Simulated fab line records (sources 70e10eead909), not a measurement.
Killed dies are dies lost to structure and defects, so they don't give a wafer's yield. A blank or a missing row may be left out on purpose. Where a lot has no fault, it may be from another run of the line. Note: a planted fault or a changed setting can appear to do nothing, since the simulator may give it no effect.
Which of the tools did it? + flow nandHarc + Sampling: 24 lots, 72 wafers, 5 of 1159 route steps

== WHAT EACH GAUGE READ, for each wafer ==
NHARC_P_M0_INSPECT_27. Usual: rawDefectCount 299, standard deviation 140.
| lot  | measured     | on               | rawDefectCount | flag |
|------|--------------|------------------|----------------|------|
| L074 | day 6 08:33  | defectInspect-02 | 412 430 482    |      |
| L075 | day 6 12:01  | defectInspect-01 | 87 265 152     |      |
| L076 | day 6 22:58  | defectInspect-02 | 226 325 206    |      |
| L077 | day 6 15:25  | defectInspect-01 | 311 349 210    |      |
| L078 | day 6 16:31  | defectInspect-01 | 440 438 335    |      |
| L079 | day 7 04:59  | defectInspect-01 | 300 285 221    |      |
| L080 | day 7 10:46  | defectInspect-02 | 247 224 375    |      |
| L081 | day 7 15:58  | defectInspect-01 | 140 188 267    |      |
| L082 | day 8 01:32  | defectInspect-01 | 470 734 303    |      |
| L083 | day 8 06:54  | defectInspect-01 | 260 241 176    |      |
| L084 | day 8 07:38  | defectInspect-02 | 666 624 455    |      |
| L085 | day 8 20:17  | defectInspect-02 | 316 240 209    |      |
| L086 | day 9 07:35  | defectInspect-02 | 345 229 423    |      |
| L087 | day 9 08:51  | defectInspect-02 | 242 315 139    |      |
| L088 | day 9 08:16  | defectInspect-02 | 385 258 534    |      |
| L089 | day 10 00:50 | defectInspect-01 | 256 438 321    |      |
| L090 | day 10 02:04 | defectInspect-01 | 250 315 375    |      |
| L091 | day 10 01:32 | defectInspect-02 | 370 306 283    |      |
| L092 | day 10 18:14 | defectInspect-01 | 334 374 212    |      |
| L093 | day 10 17:51 | defectInspect-01 | 287 256 528    |      |
| L094 | day 10 19:42 | defectInspect-02 | 100 180 254    |      |
| L095 | day 11 03:11 | defectInspect-02 | 176 193 94     |      |
| L096 | day 11 03:20 | defectInspect-01 | 167 137 371    |      |
| L097 | day 11 19:35 | defectInspect-02 | 208 173 210    |      |

NHARC_P_M2_INSPECT_27. Usual: rawDefectCount 358, standard deviation 140.
| lot  | measured     | on               | rawDefectCount | flag |
|------|--------------|------------------|----------------|------|
| L074 | day 6 17:13  | defectInspect-01 | 318 466 514    |      |
| L075 | day 6 20:22  | defectInspect-02 | 820 706 713    |      |
| L076 | day 7 07:28  | defectInspect-02 | 314 248 239    |      |
| L077 | day 6 23:54  | defectInspect-02 | 229 254 465    |      |
| L078 | day 7 01:14  | defectInspect-01 | 588 415 535    |      |
| L079 | day 7 13:20  | defectInspect-01 | 482 407 440    |      |
| L080 | day 7 20:04  | defectInspect-01 | 666 293 307    |      |
| L081 | day 8 00:55  | defectInspect-02 | 289 404 178    |      |
| L082 | day 8 11:12  | defectInspect-01 | 292 211 294    |      |
| L083 | day 8 15:09  | defectInspect-01 | 690 219 334    |      |
| L084 | day 8 16:03  | defectInspect-01 | 242 450 432    |      |
| L085 | day 9 04:48  | defectInspect-01 | 196 269 371    |      |
| L086 | day 9 15:56  | defectInspect-02 | 315 347 479    |      |
| L087 | day 9 17:33  | defectInspect-02 | 250 214 293    |      |
| L088 | day 9 16:37  | defectInspect-02 | 275 207 192    |      |
| L089 | day 10 09:13 | defectInspect-01 | 365 209 576    |      |
| L090 | day 10 10:34 | defectInspect-02 | 208 210 178    |      |
| L091 | day 10 09:46 | defectInspect-02 | 570 325 448    |      |
| L092 | day 11 02:33 | defectInspect-01 | 241 280 454    |      |
| L093 | day 11 02:11 | defectInspect-02 | 334 225 275    |      |
| L094 | day 11 04:07 | defectInspect-02 | 493 728 414    |      |
| L095 | day 11 11:49 | defectInspect-02 | 268 149 176    |      |
| L096 | day 11 12:25 | defectInspect-02 | 468 411 358    |      |
| L097 | day 12 03:56 | defectInspect-02 | 164 363 410    |      |

== WHICH TOOL RAN EACH LOT (tool, then ch and the chambers of the sampled wafers, then the start) ==
| lot  | NHARC_P_ZERO_WELL_DESCUM_26      | NHARC_P_GATE_DESCUM_13           | NHARC_P_M1_CMP_23             |
|------|----------------------------------|----------------------------------|-------------------------------|
| L074 | rieDiel-01 ch 0,1,3, day 1 14:39 | rieDiel-08 ch 0,3, day 4 05:53   | cmp-04 ch 2,3, day 6 12:14    |
| L075 | rieDiel-01 ch 2,3, day 1 20:47   | rieDiel-08 ch 0,2,3, day 4 06:00 | cmp-01 ch 2,3, day 6 15:44    |
| L076 | rieDiel-03 ch 0,1, day 2 02:40   | rieDiel-10 ch 1,3, day 4 22:01   | cmp-04 ch 0,1, day 7 02:52    |
| L077 | rieDiel-07 ch 1,2, day 2 08:43   | rieDiel-10 ch 0,2,3, day 4 21:50 | cmp-02 ch 0,1,2, day 6 19:10  |
| L078 | rieDiel-01 ch 0,1,3, day 2 14:38 | rieDiel-10 ch 1,2,3, day 4 22:10 | cmp-04 ch 0,1,3, day 6 20:09  |
| L079 | rieDiel-01 ch 2,3, day 2 20:44   | rieDiel-10 ch 0,2,3, day 5 11:09 | cmp-02 ch 0,1,2, day 7 08:46  |
| L080 | rieDiel-07 ch 0,1, day 3 02:55   | rieDiel-08 ch 0,2,3, day 5 10:59 | cmp-02 ch 1,2,3, day 7 14:31  |
| L081 | rieDiel-03 ch 0,2,3, day 3 08:41 | rieDiel-11 ch 0,2,3, day 5 18:38 | cmp-02 ch 0,2,3, day 7 20:01  |
| L082 | rieDiel-01 ch 0,3, day 3 14:46   | rieDiel-10 ch 1,3, day 6 01:34   | cmp-04 ch 0,1,3, day 8 06:46  |
| L083 | rieDiel-03 ch 0,2,3, day 3 20:55 | rieDiel-08 ch 0,2,3, day 6 13:56 | cmp-02 ch 1,2,3, day 8 10:30  |
| L084 | rieDiel-07 ch 0,1,2, day 4 02:47 | rieDiel-11 ch 0,2,3, day 6 13:47 | cmp-02 ch 1,2,3, day 8 11:23  |
| L085 | rieDiel-01 ch 0,3, day 4 08:31   | rieDiel-11 ch 0,1, day 6 22:59   | cmp-01 ch 1,2,3, day 9 00:11  |
| L086 | rieDiel-07 ch 1,2, day 4 14:45   | rieDiel-08 ch 0,1,2, day 7 10:25 | cmp-02 ch 1,2,3, day 9 11:18  |
| L087 | rieDiel-03 ch 0,1,2, day 4 20:40 | rieDiel-11 ch 0,1, day 7 10:34   | cmp-02 ch 0,1,3, day 9 12:42  |
| L088 | rieDiel-01 ch 0,2,3, day 5 02:44 | rieDiel-11 ch 1,2, day 7 10:43   | cmp-01 ch 0,1,3, day 9 12:02  |
| L089 | rieDiel-01 ch 0,2,3, day 5 08:47 | rieDiel-10 ch 1,2,3, day 7 20:59 | cmp-04 ch 0,3, day 10 04:34   |
| L090 | rieDiel-01 ch 0,1,3, day 5 14:46 | rieDiel-08 ch 0,1,3, day 8 02:44 | cmp-01 ch 0,2,3, day 10 05:48 |
| L091 | rieDiel-03 ch 1,2,3, day 5 20:29 | rieDiel-11 ch 0,1,2, day 8 02:40 | cmp-02 ch 0,1,2, day 10 05:05 |
| L092 | rieDiel-01 ch 0,1,3, day 6 02:47 | rieDiel-10 ch 2,3, day 8 22:11   | cmp-02 ch 0,2,3, day 10 21:56 |
| L093 | rieDiel-07 ch 0,1,3, day 6 08:53 | rieDiel-08 ch 1,2, day 8 22:02   | cmp-04 ch 2,3, day 10 21:26   |
| L094 | rieDiel-07 ch 0,1,3, day 6 14:40 | rieDiel-10 ch 0,1,3, day 9 02:54 | cmp-02 ch 0,1,3, day 10 23:34 |
| L095 | rieDiel-07 ch 0,2,3, day 6 20:37 | rieDiel-08 ch 0,1,2, day 9 09:22 | cmp-01 ch 0,3, day 11 06:49   |
| L096 | rieDiel-03 ch 1,2, day 7 02:45   | rieDiel-11 ch 1,3, day 9 09:24   | cmp-02 ch 0,1,3, day 11 07:46 |
| L097 | rieDiel-07 ch 2,3, day 7 08:46   | rieDiel-08 ch 0,1,2, day 9 21:17 | cmp-02 ch 2,3, day 11 23:20   |
- NHARC_P_ZERO_WELL_DESCUM_26: chemistry O2, time 3 s.
- NHARC_P_GATE_DESCUM_13: chemistry O2, time 3 s.
- NHARC_P_M1_CMP_23: polishes, t overpolish 20 s, target thk 157.82 nm.

== WHAT THE TOOLS THEMSELVES READ (means of the sampled wafers that have a number; where no wafer has one, the mark that the record gives instead) ==
NHARC_P_ZERO_WELL_DESCUM_26. Usual: drypumpMotorCurrentA 5.6 A, standard deviation 0.53; oesProductAu 1.004 a.u., standard deviation 0.0097; rfVppV 57.8 V, standard deviation 0.96; showerheadPlenumPTorr 1.92 Torr, standard deviation 0.089; throttleValvePct 11.311 %, standard deviation 0.0091.
| lot  | tool       | drypumpMotorCurrentA (A) | oesProductAu (a.u.) | rfVppV (V) | showerheadPlenumPTorr (Torr) | throttleValvePct (%) | flag |
|------|------------|--------------------------|---------------------|------------|------------------------------|----------------------|------|
| L074 | rieDiel-01 | 6.0                      | 1.012               | 57.8       | 1.95                         | 11.311               |      |
| L075 | rieDiel-01 | 5.6                      | 1.012               | 58.7       | 1.96                         | 11.312               |      |
| L076 | rieDiel-03 | 5.1                      | 1.001               | 57.7       | 1.93                         | 11.302               |      |
| L077 | rieDiel-07 | 5.4                      | 1.007               | 57.3       | 1.96                         | 11.314               |      |
| L078 | rieDiel-01 | 6.1                      | 1.009               | 58.1       | 1.95                         | 11.318               |      |
| L079 | rieDiel-01 | 5.4                      | 1.001               | 57.8       | 1.87                         | 11.313               |      |
| L080 | rieDiel-07 | 5.2                      | 1.004               | 58.6       | 1.98                         | 11.312               |      |
| L081 | rieDiel-03 | 6.1                      | 1.000               | 58.3       | 1.91                         | 11.312               |      |
| L082 | rieDiel-01 | 5.9                      | 1.010               | 58.4       | 1.98                         | 11.311               |      |
| L083 | rieDiel-03 | 6.1                      | 0.997               | 57.1       | 1.91                         | 11.310               |      |
| L084 | rieDiel-07 | 5.3                      | 1.005               | 57.3       | 1.97                         | 11.305               |      |
| L085 | rieDiel-01 | 5.9                      | 1.005               | 57.3       | 1.98                         | 11.315               |      |
| L086 | rieDiel-07 | 5.4                      | 1.007               | 57.2       | 1.96                         | 11.306               |      |
| L087 | rieDiel-03 | 5.6                      | 0.990               | 57.4       | 1.88                         | 11.304               |      |
| L088 | rieDiel-01 | 5.6                      | 1.007               | 58.0       | 1.90                         | 11.307               |      |
| L089 | rieDiel-01 | 5.7                      | 1.007               | 57.6       | 1.90                         | 11.305               |      |
| L090 | rieDiel-01 | 6.1                      | 1.009               | 58.6       | 1.95                         | 11.320               |      |
| L091 | rieDiel-03 | 5.9                      | 0.991               | 57.3       | 1.92                         | 11.303               |      |
| L092 | rieDiel-01 | 6.1                      | 1.005               | 57.9       | 1.95                         | 11.310               |      |
| L093 | rieDiel-07 | 5.2                      | 1.007               | 57.8       | 1.92                         | 11.318               |      |
| L094 | rieDiel-07 | 5.2                      | 1.010               | 59.1       | 1.92                         | 11.309               |      |
| L095 | rieDiel-07 | 5.2                      | 1.005               | 56.4       | 1.93                         | 11.313               |      |
| L096 | rieDiel-03 | 6.1                      | 0.997               | 57.9       | 1.84                         | 11.324               |      |
| L097 | rieDiel-07 | 5.3                      | 1.000               | 57.5       | 1.92                         | 11.313               |      |

NHARC_P_GATE_DESCUM_13. Usual: drypumpMotorCurrentA 5.8 A, standard deviation 0.41; oesProductAu 1.004 a.u., standard deviation 0.0076; rfVppV 57.8 V, standard deviation 0.83; showerheadPlenumPTorr 1.91 Torr, standard deviation 0.072; throttleValvePct 11.309 %, standard deviation 0.0084.
| lot  | tool       | drypumpMotorCurrentA (A) | oesProductAu (a.u.) | rfVppV (V) | showerheadPlenumPTorr (Torr) | throttleValvePct (%) | flag |
|------|------------|--------------------------|---------------------|------------|------------------------------|----------------------|------|
| L074 | rieDiel-08 | 5.6                      | 1.007               | 57.0       | 1.91                         | 11.304               |      |
| L075 | rieDiel-08 | 5.7                      | 1.003               | 57.9       | 1.87                         | 11.317               |      |
| L076 | rieDiel-10 | 5.5                      | 1.004               | 58.5       | 1.92                         | 11.311               |      |
| L077 | rieDiel-10 | 5.5                      | 1.009               | 57.2       | 1.96                         | 11.304               |      |
| L078 | rieDiel-10 | 5.4                      | 1.001               | 57.9       | 1.93                         | 11.300               |      |
| L079 | rieDiel-10 | 5.6                      | 1.005               | 57.3       | 1.96                         | 11.313               |      |
| L080 | rieDiel-08 | 5.7                      | 1.002               | 57.8       | 1.87                         | 11.300               |      |
| L081 | rieDiel-11 | 6.3                      | 1.001               | 58.4       | 1.91                         | 11.317               |      |
| L082 | rieDiel-10 | 5.4                      | 1.000               | 57.3       | 1.88                         | 11.305               |      |
| L083 | rieDiel-08 | 5.7                      | 1.008               | 58.2       | 1.87                         | 11.312               |      |
| L084 | rieDiel-11 | 6.2                      | 1.005               | 58.3       | 1.90                         | 11.307               |      |
| L085 | rieDiel-11 | 6.1                      | 0.996               | 57.7       | 1.83                         | 11.308               |      |
| L086 | rieDiel-08 | 6.0                      | 1.008               | 57.4       | 1.91                         | 11.304               |      |
| L087 | rieDiel-11 | 6.1                      | 1.005               | 57.9       | 1.83                         | 11.305               |      |
| L088 | rieDiel-11 | 6.1                      | 1.007               | 58.6       | 1.93                         | 11.307               |      |
| L089 | rieDiel-10 | 5.4                      | 0.984               | 57.2       | 1.92                         | 11.298               |      |
| L090 | rieDiel-08 | 5.9                      | 1.010               | 58.2       | 1.95                         | 11.303               |      |
| L091 | rieDiel-11 | 6.1                      | 1.003               | 57.6       | 1.88                         | 11.301               |      |
| L092 | rieDiel-10 | 5.5                      | 1.012               | 58.1       | 1.96                         | 11.307               |      |
| L093 | rieDiel-08 | 6.0                      | 1.011               | 57.9       | 1.87                         | 11.315               |      |
| L094 | rieDiel-10 | 5.5                      | 0.998               | 57.3       | 1.90                         | 11.311               |      |
| L095 | rieDiel-08 | 6.0                      | 1.007               | 57.6       | 1.90                         | 11.315               |      |
| L096 | rieDiel-11 | 6.4                      | 0.997               | 58.0       | 1.95                         | 11.305               |      |
| L097 | rieDiel-08 | 6.0                      | 1.014               | 57.6       | 1.90                         | 11.312               |      |

NHARC_P_M1_CMP_23. Usual: motorCurrentA 11.4 A, standard deviation 1.2; slurryFilterDpKPa 13.52 kPa, standard deviation 0.15; timeToEndpointS 27.8 s, standard deviation 2.4.
| lot  | tool   | motorCurrentA (A) | slurryFilterDpKPa (kPa) | timeToEndpointS (s) | flag |
|------|--------|-------------------|-------------------------|---------------------|------|
| L074 | cmp-04 | 11.9              | 13.50                   | 32.4                |      |
| L075 | cmp-01 | 11.9              | 13.48                   | 30.4                |      |
| L076 | cmp-04 | 10.8              | 13.51                   | 26.7                |      |
| L077 | cmp-02 | 11.4              | 13.49                   | 26.1                |      |
| L078 | cmp-04 | 11.3              | 13.44                   | 30.1                |      |
| L079 | cmp-02 | 11.6              | 13.55                   | 25.8                |      |
| L080 | cmp-02 | 11.1              | 13.54                   | 27.3                |      |
| L081 | cmp-02 | 11.4              | 13.38                   | 29.2                |      |
| L082 | cmp-04 | 11.2              | 13.51                   | 28.9                |      |
| L083 | cmp-02 | 11.3              | 13.40                   | 24.8                |      |
| L084 | cmp-02 | 11.4              | 13.42                   | 25.6                |      |
| L085 | cmp-01 | 11.9              | 13.67                   | 25.9                |      |
| L086 | cmp-02 | 11.3              | 13.54                   | 27.5                |      |
| L087 | cmp-02 | 10.6              | 13.55                   | 27.1                |      |
| L088 | cmp-01 | 10.9              | 13.52                   | 24.8                |      |
| L089 | cmp-04 | 10.0              | 13.43                   | 28.0                |      |
| L090 | cmp-01 | 12.1              | 13.36                   | 26.0                |      |
| L091 | cmp-02 | 11.3              | 13.45                   | 28.3                |      |
| L092 | cmp-02 | 11.4              | 13.40                   | 27.8                |      |
| L093 | cmp-04 | 11.4              | 13.66                   | 28.2                |      |
| L094 | cmp-02 | 10.3              | 13.63                   | 29.8                |      |
| L095 | cmp-01 | 11.5              | 13.39                   | 27.9                |      |
| L096 | cmp-02 | 10.7              | 13.46                   | 27.5                |      |
| L097 | cmp-02 | 11.5              | 13.60                   | 26.0                |      |

== THE ANSWER, worked out from the rows above alone ==
Rule: a lot counts as off when the mean over its wafers that have a number is more than 3 standard deviations away from the usual mean. A lot without any number at a reading at which 4 lots or more have one is off too. The other lots that the step has rows for count as sound. After the gauges, taken in route order, come the tools' own readings; for these a lot's mean is taken, as printed above. At the first step where some lot is off, the reading lying furthest off is the one used; lots without a number count as furthest.
No lot is off at any reading shown: from this, nothing can be told.

== WHAT THE SIMULATOR PUT IN ==
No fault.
